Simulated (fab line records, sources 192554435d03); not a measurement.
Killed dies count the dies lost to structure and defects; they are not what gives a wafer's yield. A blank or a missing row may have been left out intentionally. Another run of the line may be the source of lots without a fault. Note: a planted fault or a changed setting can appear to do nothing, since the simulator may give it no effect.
The tool behind it: which one? || flow n5-finfet || 36 wafers sampled from 12 lots at 1 step of a route of 1938

## WHAT THE GAUGES READ, wafer by wafer
N5_BEOL_M15_OVL_MEAS_29.
{"lot": "L075", "measured": "day 12 13:55", "on": "overlay-02", "M15_OVL (nm)": "-5 -13 1"}
{"lot": "L076", "measured": "day 13 00:38", "on": "overlay-01", "M15_OVL (nm)": "9 10 1"}
{"lot": "L080", "measured": "day 13 09:17", "on": "overlay-01", "M15_OVL (nm)": "5 6 7"}
{"lot": "L081", "measured": "day 13 23:49", "on": "overlay-02", "M15_OVL (nm)": "-3 7 11"}
{"lot": "L082", "measured": "day 14 14:30", "on": "overlay-01", "M15_OVL (nm)": "9 12 10"}
{"lot": "L085", "measured": "day 15 11:20", "on": "overlay-02", "M15_OVL (nm)": "-2 9 7"}
{"lot": "L086", "measured": "day 15 17:11", "on": "overlay-02", "M15_OVL (nm)": "10 6 9"}
{"lot": "L088", "measured": "day 15 20:03", "on": "overlay-02", "M15_OVL (nm)": "7 -10 -10"}
{"lot": "L090", "measured": "day 16 19:11", "on": "overlay-01", "M15_OVL (nm)": "3 12 4"}
{"lot": "L094", "measured": "day 17 04:25", "on": "overlay-01", "M15_OVL (nm)": "5 6 5"}
{"lot": "L095", "measured": "day 17 23:00", "on": "overlay-02", "M15_OVL (nm)": "1 6 1"}
{"lot": "L097", "measured": "day 18 09:25", "on": "overlay-01", "M15_OVL (nm)": "9 13 17"}

## WHAT TOOL EACH LOT RAN ON (gives the tool, then ch and the chambers of the sampled wafers, and finally the start)
There is no process step in the record ahead of these readings.

## THE ANSWER, worked out from the rows above alone
Rule: usual is defined by the lots themselves. Put in order of their means at a reading, lots are off if they are a third of the lots or fewer, leave a main group of 4 or more, and stand apart from it by a gap of 3 or more times the standard deviation of the main group's means; of several such gaps the widest counts. The tables above print the reading to a certain number of digits; a main group whose means all agree to those digits is not used. A lot without any number at a reading at which 4 lots or more have one is off too. Where the step has rows for the other lots, those lots are counted as sound.
Nothing can be told from this: no lot is off at any reading shown.

## WHAT WAS PUT IN BY THE SIMULATOR
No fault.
